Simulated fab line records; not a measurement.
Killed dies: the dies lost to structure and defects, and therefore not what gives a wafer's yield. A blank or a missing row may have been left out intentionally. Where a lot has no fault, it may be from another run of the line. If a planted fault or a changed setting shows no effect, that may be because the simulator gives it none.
Split-lot trial	flow n5-finfet	on a route of 1938 steps: 7 lots, 39 wafers read

ABOUT THE SPLIT
At N5_SD_EPI_P_EXPOSE_06 (exposes mask SD P BLK, target cd 240 nm), the setting dose-mj was moved away from the recipe's 39.5 on 12 of the 39 wafers read, by -2.4% to +7.2%. For the rest of the wafers, this setting stayed at what the recipe calls for.

FROM THE SPLIT TO THE READING: what the file shows between them, 2 steps
- N5_SD_EPI_P_PEB_07: peb time 60 s
- N5_SD_EPI_P_DEVELOP_08: develop time 30 s

THE READING
cd-nm (nm) at N5_SD_EPI_P_CD_MEAS_09, where the cd target is 240 nm. Typical for fault-free wafers on this fab line: 240.0 nm, with standard deviation 0.82 nm.

wafer	tool, chamber at the split	dose-mj as run	against the recipe	cd-nm, nm	against lot-mates on the recipe
L079.1	arfi-scanner-02, 0	39.5	recipe	239.4	-
L079.2	arfi-scanner-02, 0	39.5	recipe	240.1	-
L079.3	arfi-scanner-02, 0	38.55	-2.4%	237.5	-1.9
L079.4	arfi-scanner-02, 0	38.55	-2.4%	237.7	-1.7
L079.5	arfi-scanner-02, 0	38.55	-2.4%	238.4	-1.0
L079.6	arfi-scanner-02, 0	39.5	recipe	238.6	-
L081.1	arfi-scanner-01, 0	39.5	recipe	240.0	-
L081.2	arfi-scanner-01, 0	39.5	recipe	240.8	-
L081.3	arfi-scanner-01, 0	39.5	recipe	240.4	-
L081.4	arfi-scanner-01, 0	39.5	recipe	241.8	-
L081.5	arfi-scanner-01, 0	39.5	recipe	241.2	-
L081.6	arfi-scanner-01, 0	39.5	recipe	241.7	-
L084.1	arfi-scanner-01, 0	39.5	recipe	239.1	-
L084.2	arfi-scanner-01, 0	39.5	recipe	238.8	-
L084.3	arfi-scanner-01, 0	42.36	+7.2%	243.6	+4.8
L084.4	arfi-scanner-01, 0	42.36	+7.2%	244.7	+5.9
L084.5	arfi-scanner-01, 0	39.5	recipe	238.4	-
L084.6	arfi-scanner-01, 0	42.36	+7.2%	243.4	+4.6
L086.1	arfi-scanner-01, 0	39.5	recipe	240.4	-
L086.2	arfi-scanner-01, 0	39.5	recipe	239.6	-
L086.3	arfi-scanner-01, 0	39.5	recipe	240.6	-
L086.4	arfi-scanner-01, 0	39.5	recipe	239.6	-
L086.5	arfi-scanner-01, 0	39.5	recipe	240.3	-
L086.6	arfi-scanner-01, 0	39.5	recipe	239.7	-
L088.1	arfi-scanner-02, 0	39.5	recipe	240.1	-
L088.2	arfi-scanner-02, 0	40.74	+3.1%	242.2	+2.1
L088.3	arfi-scanner-02, 0	39.5	recipe	238.9	-
L088.4	arfi-scanner-02, 0	40.74	+3.1%	241.7	+1.6
L088.5	arfi-scanner-02, 0	40.74	+3.1%	241.7	+1.6
L088.6	arfi-scanner-02, 0	39.5	recipe	241.4	-
L089.1	arfi-scanner-02, 0	39.5	recipe	239.4	-
L089.4	arfi-scanner-02, 0	39.5	recipe	240.4	-
L089.5	arfi-scanner-02, 0	39.5	recipe	240.0	-
L091.1	arfi-scanner-03, 0	39.5	recipe	240.9	-
L091.2	arfi-scanner-03, 0	39.5	recipe	241.3	-
L091.3	arfi-scanner-03, 0	40.52	+2.6%	242.6	+1.6
L091.4	arfi-scanner-03, 0	40.52	+2.6%	242.6	+1.6
L091.5	arfi-scanner-03, 0	40.52	+2.6%	241.8	+0.8
L091.6	arfi-scanner-03, 0	39.5	recipe	240.7	-

FIT RESULTS
A straight line over all 39 wafers: cd-nm changes by +0.596 nm for each +1% of dose-mj; r = +0.84; the points scatter about the line by 0.88 nm.
The same after taking each lot's own level away (the mean of its wafers on the recipe; 39 wafers): +0.669 nm for each +1%; r = +0.94; scatter 0.57 nm.
According to that fit, moving dose-mj by its largest amount changes the reading by 4.8 nm.
Measured against the standard deviation above, the lots' own levels, which go from 238.77 to 240.98 nm, span 2.7 times it.
In other words, the slope is changed by the lot-to-lot level; the two fits disagree.
Check: +4.82 nm against its lot-mates is what the line predicts for one of the wafers moved furthest among these (+7.2%) when that wafer is left out of the fit. It came out at +4.83 nm against them.

THESE WAFERS: OTHER SPLITS
Note: prior to the reading, these wafers also went through further splits. Each is held against what the fit with the lots' levels taken away leaves over:
other split on the same wafers	wafers away from the commonest value	r with cd-nm (lot level and that fit taken away)
N5_DUMMY_GATE_ETCH_31 target-depth-a	12	+0.04
N5_DUMMY_GATE_ETCH_32 time-s	18	-0.02
N5_SPACER0_ALD_00 ald-cycles	15	+0.22

THE WHOLE CHAIN: every reading that the file lists as answering this split, in the file's order
step	what it does	reading	change (the file's fit)	r (the file's)
N5_SD_EPI_P_CD_MEAS_09	target cd 240 nm	cd-nm	+0.665 nm for each +1% of the setting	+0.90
N5_SD_EPI_P_DESCUM_14	chemistry O2, time 7.9 s	SD_EPI_P.cd-nm (the simulator's own value, which no gauge read)	+0.645 nm for each +1% of the setting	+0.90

THE FILE'S OWN FIT
cd-nm changes by +0.665 nm for each +1% of dose-mj, r = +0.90.
